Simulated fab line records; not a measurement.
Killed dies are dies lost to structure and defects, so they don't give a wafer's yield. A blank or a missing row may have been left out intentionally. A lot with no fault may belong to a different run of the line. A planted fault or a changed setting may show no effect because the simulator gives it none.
Comparing a struck lot with a sound one -- flow nand_harc -- 42 steps out of a route of 1302
Sound: wafers L231.2, L231.3, L231.5. Wafers L235.2, L235.3, L235.6 were the ones struck. The cause is named last.
Per side, at each step with rows, come the tool, then ch with its chambers, and then its first start. Under that, the readings that differ: sound wafers -- struck wafers -- difference of the means -- sigmas: that difference in standard deviations of wafers without a fault.
alike: a reading whose means differ by less than 2 such deviations, as well as words and numbers matching on both sides. not compared: withheld readings; readings where some wafer has no value; bounds like >300 that might hide an equal value; numbers whose values overlap and for which the record gives no deviation.
A row with sigmas, a row that says differs or no value, or rows on one side alone: a step with any of these is where the two part. When numbers do not overlap yet have no deviation, they are printed without sigmas and do not part them. A reading missing from all wafers of one side parts the sides only when that side holds two or more wafers.

NHARC_P_GATE_CD_MEAS_46 targets a cd of 720 nm.
  sound on cd_sem-02 ch 0, day 10 03:03; struck on cd_sem-03 ch 0, day 11 20:13
reading,sound,struck,difference,sigmas
cd_nm (nm),718.6 718.9 718.7,723.2 720.9 721.9,+3.3,+2
then, 1 step without rows for these wafers: NHARC_P_GATE_HARDBAKE_47 (time 80 s).
NHARC_P_GATE_DESCUM_48: chemistry O2, time 3 s.
  sound on rie_diel-10 ch 2,3, day 10 03:13; struck on rie_diel-10 ch 1,2,3, day 11 20:25
  alike: drypump_motor_current_A, oes_product_au, rf_vpp_V, showerhead_plenum_p_Torr, throttle_valve_pct
  not compared: rf_hours_counter_h
then, 9 steps without rows for these wafers: NHARC_P_GATE_IMPLANT_49; NHARC_P_GATE_STRIP_111 (strips in N2/H2, time 250 s); NHARC_P_GATE_STRIP_75 (strips in O2); NHARC_P_GATE_STRIP_50 (strips in SPM, time 900 s); NHARC_P_GATE_DEHYDRATE_51 (time 120 s); NHARC_P_GATE_HMDS_52 (time 30 s); NHARC_P_GATE_COAT_53; NHARC_P_GATE_SOFTBAKE_54 (time 95 s); NHARC_P_GATE_EBR_55.
NHARC_P_GATE_EXPOSE_56: exposes mask P PSD, target cd 720 nm.
  struck on krf_scanner-02, day 11 21:50; sound on krf_scanner-02 ch 0, day 10 04:40
  no value came back on the struck wafers for exposure_dose_mJ_cm2, focus_offset_nm (nm), na; on the sound wafers exposure_dose_mJ_cm2 reads 14.818 14.831 14.820
  alike: mask
then, 2 steps without rows for these wafers: NHARC_P_GATE_PEB_57 (peb time 85 s); NHARC_P_GATE_DEVELOP_58 (time 70 s).
NHARC_P_GATE_CD_MEAS_59 targets a cd of 720 nm.
  sound on cd_sem-02 ch 0, day 10 04:49; struck on cd_sem-02 ch 0, day 11 21:59
reading,sound,struck,difference,sigmas
cd_nm (nm),719.8 721.4 720.4,- - -,no value on the struck wafers,
then, 1 step without rows for these wafers: NHARC_P_GATE_HARDBAKE_60 (time 80 s).
NHARC_P_GATE_DESCUM_61: chemistry O2, time 3 s.
  sound on rie_diel-06 ch 0,2,3, day 10 05:01; struck on rie_diel-06 ch 1,2, day 11 22:08
  alike: drypump_motor_current_A, oes_product_au, rf_vpp_V, showerhead_plenum_p_Torr, throttle_valve_pct
  not compared: rf_hours_counter_h
after that, 1 step had no rows for these wafers: NHARC_P_GATE_IMPLANT_62.
NHARC_P_GATE_STRIP_112: strips in N2/H2, time 200 s.
  sound on plasma_asher-01 ch 0,1, day 10 05:24; struck on plasma_asher-02 ch 0, day 11 22:31
reading,sound,struck,difference,sigmas
heater_power_w (W),88.0 82.4 85.6,90.6 91.2 90.6,+5.5,+2
  alike: drypump_motor_current_A
  not compared: rf_hours_counter_h
then, 10 steps without rows for these wafers: NHARC_P_GATE_STRIP_76 (strips in O2); NHARC_P_GATE_STRIP_63 (strips in SPM, time 900 s); NHARC_P_GATE_DEHYDRATE_83 (time 120 s); NHARC_P_GATE_HMDS_84 (time 30 s); NHARC_P_GATE_COAT_85; NHARC_P_GATE_SOFTBAKE_86 (time 95 s); NHARC_P_GATE_EBR_87; NHARC_P_GATE_EXPOSE_88 (exposes mask P HVN, target cd 2000 nm); NHARC_P_GATE_PEB_89 (peb time 85 s); NHARC_P_GATE_DEVELOP_90 (time 70 s).
NHARC_P_GATE_CD_MEAS_91 targets a cd of 2000 nm.
  sound on cd_sem-03 ch 0, day 10 06:25; struck on cd_sem-02 ch 0, day 11 23:41
  alike: cd_nm
then, 3 steps without rows for these wafers: NHARC_P_GATE_HARDBAKE_92 (time 80 s); NHARC_P_GATE_DESCUM_93 (chemistry O2, time 3 s); NHARC_P_GATE_IMPLANT_94.
NHARC_P_GATE_STRIP_113: strips in N2/H2, time 740 s.
  sound on plasma_asher-02 ch 0,1, day 10 06:56; struck on plasma_asher-02 ch 0,1, day 12 00:22
  alike: drypump_motor_current_A, heater_power_w
  not compared: rf_hours_counter_h
then, 4 steps without rows for these wafers: NHARC_P_GATE_STRIP_95 (strips in O2); NHARC_P_GATE_STRIP_96 (strips in SPM, time 900 s); NHARC_P_GATE_RTA_64 (time 1 s); NHARC_P_GATE_ETCH_77 (etches SiO2 in dHF, target depth 6 nm).
NHARC_P_GATE_DEGAS_109: time 60 s.
  sound: pvd_sputter-03 at day 10 08:31; struck: pvd_sputter-01 at day 12 01:57
  alike: heater_power_w
then, 2 steps without rows for these wafers: NHARC_P_GATE_PRE_CLEAN_110 (time 30 s); NHARC_P_GATE_SPUTTER_78 (material Ni, target thk 10 nm).

== WHERE THEY PART ==
Last at NHARC_P_GATE_STRIP_112 as far as this record goes, first at NHARC_P_GATE_CD_MEAS_46. Later steps at which nothing parts them and some readings are alike: NHARC_P_GATE_CD_MEAS_91, NHARC_P_GATE_STRIP_113, NHARC_P_GATE_DEGAS_109.

WHY: what the simulator had put in
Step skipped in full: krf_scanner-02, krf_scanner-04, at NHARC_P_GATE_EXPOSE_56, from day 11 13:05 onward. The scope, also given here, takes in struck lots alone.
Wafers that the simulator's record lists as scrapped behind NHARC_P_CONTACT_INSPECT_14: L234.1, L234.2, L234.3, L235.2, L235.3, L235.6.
